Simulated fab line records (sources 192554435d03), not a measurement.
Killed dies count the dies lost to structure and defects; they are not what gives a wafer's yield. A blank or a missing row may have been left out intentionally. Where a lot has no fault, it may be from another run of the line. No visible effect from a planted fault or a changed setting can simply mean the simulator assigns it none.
Chamber matching / flow n5Finfet / pecvd-01 running N5_BEOL_M8_ILD_DEP_00: 3 sister chambers
The step deposits SiCOH lowk from DEMS/porogen, target thk 179.75 nm, time 33.4 s. 3 wafers are shown with their chamber, then 7 later ones without.

WAFERS WITH THEIR CHAMBER
wafer=L083.5; chamber=1; throttleValvePct (%)=14.4
wafer=L086.2; chamber=0; throttleValvePct (%)=14.0
wafer=L086.3; chamber=2; throttleValvePct (%)=13.2

WAFERS WITH NO CHAMBER GIVEN
wafer=L086.6; throttleValvePct (%)=13.7
wafer=L090.1; throttleValvePct (%)=13.8
wafer=L090.2; throttleValvePct (%)=14.6
wafer=L090.6; throttleValvePct (%)=13.2
wafer=L094.1; throttleValvePct (%)=14.3
wafer=L094.2; throttleValvePct (%)=13.2
wafer=L094.4; throttleValvePct (%)=13.2

CHAMBER TAKEN BY EACH
wafer=L086.6; from the rows above=can't be placed: 0 or 2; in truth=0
wafer=L090.1; from the rows above=0; in truth=0
wafer=L090.2; from the rows above=1; in truth=1
wafer=L090.6; from the rows above=2; in truth=2
wafer=L094.1; from the rows above=can't be placed: 1 or 0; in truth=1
wafer=L094.2; from the rows above=2; in truth=2
wafer=L094.4; from the rows above=2; in truth=2
Placed correctly: 5 of 7. From these rows, 2 cannot be placed; in 2 the true chamber is one of the candidates. Number placed wrongly: 0.
How it was worked out, from the rows above alone: a wafer's distance from a chamber is the root of the sum, over the readings, of the square of ((its reading less the chamber's mean) divided by the reading's scatter). If the next closest chamber is less than 2 further off than the closest, the wafer can't be placed; otherwise it belongs to the closest. A chamber's mean is the mean of its shown wafers. The scatter: root of mean squared gap, hidden wafer to nearest shown wafer, with one shown wafer a chamber.
